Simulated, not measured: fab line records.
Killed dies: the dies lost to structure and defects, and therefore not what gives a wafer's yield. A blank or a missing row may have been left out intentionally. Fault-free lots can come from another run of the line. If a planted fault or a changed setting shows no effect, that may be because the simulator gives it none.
Split-lot experiment | flow n5-finfet | 7 lots, 21 wafers read, on a route of 1938 steps

ABOUT THE SPLIT
At N5_BEOL_M7_VIA_ETCH_34 (etches SiCOH lowk in C4F6/O2, target depth 125.5 nm, time 50.5 s), the setting source-w was moved away from the recipe's 345 W on 6 of the 21 wafers read, by -17.3% to +16.8%. This setting was run at the recipe's value on the other wafers.

Reading taken at the split's own step.

THE READING
rf-vpp-V, in V, at N5_BEOL_M7_VIA_ETCH_34 (etches SiCOH lowk in C4F6/O2, target depth 125.5 nm, time 50.5 s). A value of 661 V with a standard deviation of 11 V is what fault-free wafers of this fab line usually give.

wafer  | tool, chamber at the split | source-w as run, W | against the recipe | rf-vpp-V, V | against lot-mates on the recipe
L074.1 | rie-diel-01, 3             | 386.4              | +12.0%             | 647         | -14
L074.2 | rie-diel-01, 2             | 345                | recipe             | 654         | -
L074.4 | rie-diel-01, 1             | 345                | recipe             | 668         | -
L076.1 | rie-diel-03, 1             | 345                | recipe             | 662         | -
L076.3 | rie-diel-03, 2             | 402.9              | +16.8%             | 606         | -58
L076.4 | rie-diel-03, 0             | 345                | recipe             | 665         | -
L078.2 | rie-diel-06, 0             | 345                | recipe             | 646         | -
L078.3 | rie-diel-06, 3             | 345                | recipe             | 674         | -
L078.4 | rie-diel-06, 0             | 285.2              | -17.3%             | 714         | +54
L082.3 | rie-diel-06, 3             | 345                | recipe             | 676         | -
L082.5 | rie-diel-06, 2             | 297.1              | -13.9%             | 711         | +40
L082.6 | rie-diel-06, 1             | 345                | recipe             | 667         | -
L090.1 | rie-diel-01, 2             | 345                | recipe             | 653         | -
L090.4 | rie-diel-01, 0             | 345                | recipe             | 649         | -
L090.6 | rie-diel-01, 2             | 345                | recipe             | 652         | -
L089.1 | rie-diel-06, 0             | 345                | recipe             | 646         | -
L089.2 | rie-diel-06, 2             | 345                | recipe             | 656         | -
L089.5 | rie-diel-06, 3             | 345                | recipe             | 673         | -
L094.2 | rie-diel-03, 1             | 371.8              | +7.8%              | 637         | -30
L094.4 | rie-diel-03, 2             | 371.8              | +7.8%              | 632         | -35
L094.5 | rie-diel-03, 3             | 345                | recipe             | 667         | -

THE FIT
A straight line over all 21 wafers: rf-vpp-V changes by -3.01 V for each +1% of source-w; r = -0.90; the points scatter about the line by 10 V.
The same after taking each lot's own level away (the mean of its wafers on the recipe; 21 wafers): -3 V for each +1%; r = -0.92; scatter 9.3 V.
Per that fit: largest source-w move, reading shift of 52 V.
From 651.3 to 671.5 V: that is the span of the lots' own levels, equal to 1.8 times the standard deviation above.
The two slopes agree, so the slope changes little with the lot-to-lot level.
Check: with one of the wafers moved furthest among these (-17.3%) left out of the fit, the line predicts +50.6 V for it against its lot-mates. Against them it came out at +54 V.
Tool readings at the split's step, against how far the setting was moved: rf-vpp-V r = -0.90.

THE OTHER SPLITS THESE WAFERS WENT THROUGH
These wafers also went through other splits before the reading. Each is held against what the fit with the lots' levels taken away leaves over:
other split on the same wafers | wafers away from the commonest value | r with rf-vpp-V (lot level and that fit taken away)
N5_BEOL_M7_COAT_60 spin-rpm    | 6                                    | +0.14

THE FILE'S OWN FIT
rf-vpp-V changes by -2.92 V for each +1% of source-w, r = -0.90.
